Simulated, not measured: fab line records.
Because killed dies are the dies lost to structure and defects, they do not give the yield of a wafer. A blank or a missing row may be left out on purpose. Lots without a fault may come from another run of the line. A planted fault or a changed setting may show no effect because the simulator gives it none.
Which tool did it? :: flow n5_finfet :: Sampling: 19 lots, 57 wafers, 2 of 1938 route steps

WHAT THE GAUGES SHOWED, per wafer
N5_BEOL_M0_SAQP_CD_MEAS_14: target cd 42.5 nm. Usual: cd_nm at 42.6 nm, with a standard deviation of 0.4.
lot: L075
measured: day 5 23:14
on: cd_sem-02
cd_nm (nm): 41.4 42.5 42.6
flag: 

lot: L076
measured: day 6 11:17
on: cd_sem-01
cd_nm (nm): 42.6 42.8 42.4
flag: 

lot: L078
measured: day 6 13:35
on: cd_sem-02
cd_nm (nm): 42.3 42.6 42.5
flag: 

lot: L080
measured: day 6 23:07
on: cd_sem-01
cd_nm (nm): 42.8 43.1 42.4
flag: 

lot: L082
measured: day 7 12:49
on: cd_sem-02
cd_nm (nm): 42.4 42.3 42.0
flag: 

lot: L083
measured: day 7 17:24
on: cd_sem-01
cd_nm (nm): 42.5 42.6 42.7
flag: 

lot: L084
measured: day 8 05:43
on: cd_sem-01
cd_nm (nm): 42.7 42.7 42.6
flag: 

lot: L085
measured: day 8 13:41
on: cd_sem-01
cd_nm (nm): 43.0 42.9 43.6
flag: 

lot: L087
measured: day 8 23:31
on: cd_sem-01
cd_nm (nm): 42.7 42.7 42.6
flag: 

lot: L088
measured: day 9 01:48
on: cd_sem-02
cd_nm (nm): 42.1 41.9 42.5
flag: 

lot: L089
measured: day 9 06:38
on: cd_sem-02
cd_nm (nm): 42.9 42.0 43.0
flag: 

lot: L090
measured: day 9 09:45
on: cd_sem-02
cd_nm (nm): 42.3 42.2 42.7
flag: 

lot: L091
measured: day 9 17:08
on: cd_sem-01
cd_nm (nm): 42.2 42.7 42.7
flag: 

lot: L092
measured: day 10 03:23
on: cd_sem-01
cd_nm (nm): 42.1 41.8 42.5
flag: 

lot: L093
measured: day 10 08:20
on: cd_sem-01
cd_nm (nm): 42.2 42.9 42.8
flag: 

lot: L094
measured: day 10 15:41
on: cd_sem-01
cd_nm (nm): 42.6 42.8 43.4
flag: 

lot: L095
measured: day 10 19:07
on: cd_sem-02
cd_nm (nm): 42.1 41.7 42.4
flag: 

lot: L096
measured: day 10 22:46
on: cd_sem-01
cd_nm (nm): 42.3 42.7 42.6
flag: 

lot: L097
measured: day 11 06:41
on: cd_sem-02
cd_nm (nm): 43.7 43.1 42.9
flag: 

EACH LOT AND THE TOOL THAT RAN IT (in order: tool; ch and the chambers of the sampled wafers; start)
lot: L075
N5_MOL_CONTACT_COAG_ETCH_66: rie_diel-06 ch 1,2, day 5 13:04

lot: L076
N5_MOL_CONTACT_COAG_ETCH_66: rie_diel-06 ch 0,1,2, day 6 03:59

lot: L078
N5_MOL_CONTACT_COAG_ETCH_66: rie_diel-05 ch 0,1, day 6 07:47

lot: L080
N5_MOL_CONTACT_COAG_ETCH_66: rie_diel-02 ch 0,2,3, day 6 15:15

lot: L082
N5_MOL_CONTACT_COAG_ETCH_66: rie_diel-02 ch 1,2, day 7 03:14

lot: L083
N5_MOL_CONTACT_COAG_ETCH_66: rie_diel-06 ch 0,3, day 7 10:50

lot: L084
N5_MOL_CONTACT_COAG_ETCH_66: rie_diel-02 ch 2,3, day 7 21:20

lot: L085
N5_MOL_CONTACT_COAG_ETCH_66: rie_diel-05 ch 0,1,2, day 8 06:55

lot: L087
N5_MOL_CONTACT_COAG_ETCH_66: rie_diel-02 ch 0,2, day 8 16:36

lot: L088
N5_MOL_CONTACT_COAG_ETCH_66: rie_diel-02 ch 0,2, day 8 18:43

lot: L089
N5_MOL_CONTACT_COAG_ETCH_66: rie_diel-05 ch 0,1,2, day 8 23:49

lot: L090
N5_MOL_CONTACT_COAG_ETCH_66: rie_diel-05 ch 0,1,3, day 9 02:24

lot: L091
N5_MOL_CONTACT_COAG_ETCH_66: rie_diel-06 ch 1,2,3, day 9 07:48

lot: L092
N5_MOL_CONTACT_COAG_ETCH_66: rie_diel-02 ch 0,1,2, day 9 17:43

lot: L093
N5_MOL_CONTACT_COAG_ETCH_66: rie_diel-02 ch 0,3, day 10 01:46

lot: L094
N5_MOL_CONTACT_COAG_ETCH_66: rie_diel-06 ch 1,3, day 10 09:20

lot: L095
N5_MOL_CONTACT_COAG_ETCH_66: rie_diel-05 ch 1,2,3, day 10 11:42

lot: L096
N5_MOL_CONTACT_COAG_ETCH_66: rie_diel-02 ch 1,2,3, day 10 15:33

lot: L097
N5_MOL_CONTACT_COAG_ETCH_66: rie_diel-06 ch 0,3, day 10 23:41
- N5_MOL_CONTACT_COAG_ETCH_66: etches SiARC in CF4, target depth 13 nm, time 21.7 s.

AS READ BY THE TOOLS THEMSELVES (means over the sampled wafers that have a number; for cases with no such wafer, the mark the record gives instead)
N5_MOL_CONTACT_COAG_ETCH_66. Usual: for chamber_pressure_mTorr, 40.00 mTorr with a standard deviation of 0.035; for drypump_motor_current_A, 5.6 A with a standard deviation of 0.52; for etch_rf_on_time_s, 22.0 s with a standard deviation of 0.73; for oes_product_au, 0.65 a.u. with a standard deviation of 0.068; for rf_vpp_V, 184.3 V with a standard deviation of 1; for showerhead_plenum_p_Torr, 2.16 Torr with a standard deviation of 0.045; for throttle_valve_pct, 15.6 % with a standard deviation of 0.3.
lot: L075
tool: rie_diel-06
chamber_pressure_mTorr (mTorr): 39.99
drypump_motor_current_A (A): 6.1
etch_rf_on_time_s (s): 21.4
oes_product_au (a.u.): 0.69
rf_vpp_V (V): 184.1
showerhead_plenum_p_Torr (Torr): 2.16
throttle_valve_pct (%): 15.2
flag: 

lot: L076
tool: rie_diel-06
chamber_pressure_mTorr (mTorr): 40.01
drypump_motor_current_A (A): 5.7
etch_rf_on_time_s (s): 21.8
oes_product_au (a.u.): 0.65
rf_vpp_V (V): 184.7
showerhead_plenum_p_Torr (Torr): 2.18
throttle_valve_pct (%): 15.5
flag: 

lot: L078
tool: rie_diel-05
chamber_pressure_mTorr (mTorr): 39.99
drypump_motor_current_A (A): 5.4
etch_rf_on_time_s (s): 22.9
oes_product_au (a.u.): 0.62
rf_vpp_V (V): 184.0
showerhead_plenum_p_Torr (Torr): 2.13
throttle_valve_pct (%): 15.5
flag: 

lot: L080
tool: rie_diel-02
chamber_pressure_mTorr (mTorr): 40.01
drypump_motor_current_A (A): 5.5
etch_rf_on_time_s (s): 21.7
oes_product_au (a.u.): 0.61
rf_vpp_V (V): 185.9
showerhead_plenum_p_Torr (Torr): 2.21
throttle_valve_pct (%): 15.9
flag: 

lot: L082
tool: rie_diel-02
chamber_pressure_mTorr (mTorr): 40.00
drypump_motor_current_A (A): 5.5
etch_rf_on_time_s (s): 21.6
oes_product_au (a.u.): 0.65
rf_vpp_V (V): 184.5
showerhead_plenum_p_Torr (Torr): 2.16
throttle_valve_pct (%): 15.8
flag: 

lot: L083
tool: rie_diel-06
chamber_pressure_mTorr (mTorr): 40.01
drypump_motor_current_A (A): 5.0
etch_rf_on_time_s (s): 22.2
oes_product_au (a.u.): 0.72
rf_vpp_V (V): 184.2
showerhead_plenum_p_Torr (Torr): 2.14
throttle_valve_pct (%): 15.3
flag: 

lot: L084
tool: rie_diel-02
chamber_pressure_mTorr (mTorr): 39.95
drypump_motor_current_A (A): 5.2
etch_rf_on_time_s (s): 21.4
oes_product_au (a.u.): 0.61
rf_vpp_V (V): 185.1
showerhead_plenum_p_Torr (Torr): 2.21
throttle_valve_pct (%): 15.8
flag: 

lot: L085
tool: rie_diel-05
chamber_pressure_mTorr (mTorr): 40.00
drypump_motor_current_A (A): 5.7
etch_rf_on_time_s (s): 22.5
oes_product_au (a.u.): 0.66
rf_vpp_V (V): 183.8
showerhead_plenum_p_Torr (Torr): 2.10
throttle_valve_pct (%): 15.5
flag: 

lot: L087
tool: rie_diel-02
chamber_pressure_mTorr (mTorr): 40.00
drypump_motor_current_A (A): 5.8
etch_rf_on_time_s (s): 22.2
oes_product_au (a.u.): 0.59
rf_vpp_V (V): 184.1
showerhead_plenum_p_Torr (Torr): 2.19
throttle_valve_pct (%): 15.9
flag: 

lot: L088
tool: rie_diel-02
chamber_pressure_mTorr (mTorr): 39.98
drypump_motor_current_A (A): 5.5
etch_rf_on_time_s (s): 21.6
oes_product_au (a.u.): 0.60
rf_vpp_V (V): 185.7
showerhead_plenum_p_Torr (Torr): 2.20
throttle_valve_pct (%): 15.8
flag: 

lot: L089
tool: rie_diel-05
chamber_pressure_mTorr (mTorr): 39.97
drypump_motor_current_A (A): 5.7
etch_rf_on_time_s (s): 22.6
oes_product_au (a.u.): 0.65
rf_vpp_V (V): 183.7
showerhead_plenum_p_Torr (Torr): 2.10
throttle_valve_pct (%): 15.5
flag: 

lot: L090
tool: rie_diel-05
chamber_pressure_mTorr (mTorr): 39.99
drypump_motor_current_A (A): 5.6
etch_rf_on_time_s (s): 22.3
oes_product_au (a.u.): 0.62
rf_vpp_V (V): 183.2
showerhead_plenum_p_Torr (Torr): 2.14
throttle_valve_pct (%): 15.6
flag: 

lot: L091
tool: rie_diel-06
chamber_pressure_mTorr (mTorr): 39.98
drypump_motor_current_A (A): 5.5
etch_rf_on_time_s (s): 21.7
oes_product_au (a.u.): 0.74
rf_vpp_V (V): 184.0
showerhead_plenum_p_Torr (Torr): 2.14
throttle_valve_pct (%): 15.1
flag: 

lot: L092
tool: rie_diel-02
chamber_pressure_mTorr (mTorr): 39.99
drypump_motor_current_A (A): 5.7
etch_rf_on_time_s (s): 21.8
oes_product_au (a.u.): 0.61
rf_vpp_V (V): 183.6
showerhead_plenum_p_Torr (Torr): 2.18
throttle_valve_pct (%): 15.8
flag: 

lot: L093
tool: rie_diel-02
chamber_pressure_mTorr (mTorr): 40.00
drypump_motor_current_A (A): 5.6
etch_rf_on_time_s (s): 21.2
oes_product_au (a.u.): 0.74
rf_vpp_V (V): 184.5
showerhead_plenum_p_Torr (Torr): 2.20
throttle_valve_pct (%): 15.8
flag: 

lot: L094
tool: rie_diel-06
chamber_pressure_mTorr (mTorr): 39.98
drypump_motor_current_A (A): 5.4
etch_rf_on_time_s (s): 22.0
oes_product_au (a.u.): 0.72
rf_vpp_V (V): 183.8
showerhead_plenum_p_Torr (Torr): 2.11
throttle_valve_pct (%): 15.1
flag: 

lot: L095
tool: rie_diel-05
chamber_pressure_mTorr (mTorr): 40.00
drypump_motor_current_A (A): 5.5
etch_rf_on_time_s (s): 22.5
oes_product_au (a.u.): 0.62
rf_vpp_V (V): 183.6
showerhead_plenum_p_Torr (Torr): 2.14
throttle_valve_pct (%): 15.5
flag: 

lot: L096
tool: rie_diel-02
chamber_pressure_mTorr (mTorr): 39.96
drypump_motor_current_A (A): 5.4
etch_rf_on_time_s (s): 21.2
oes_product_au (a.u.): 0.68
rf_vpp_V (V): 184.9
showerhead_plenum_p_Torr (Torr): 2.18
throttle_valve_pct (%): 15.8
flag: 

lot: L097
tool: rie_diel-06
chamber_pressure_mTorr (mTorr): 40.00
drypump_motor_current_A (A): 5.0
etch_rf_on_time_s (s): 22.5
oes_product_au (a.u.): 0.69
rf_vpp_V (V): 183.9
showerhead_plenum_p_Torr (Torr): 2.13
throttle_valve_pct (%): 15.4
flag: 

THE ANSWER, worked out from the rows above alone
Rule: a lot is off if the mean of its wafers that have a number lies more than 3 standard deviations from the usual mean. Also off: a lot with no number at a reading for which 4 or more lots have one. Where the step has rows for the other lots, those lots are counted as sound. The gauges are gone through in route order, then the tools' own readings, and for those a lot's mean is taken as printed above. At the first step where some lot is off, the reading lying furthest off is the one used; lots without a number count as furthest.
Nothing can be told from this: no lot is off at any reading shown.

WHAT WAS PUT IN BY THE SIMULATOR
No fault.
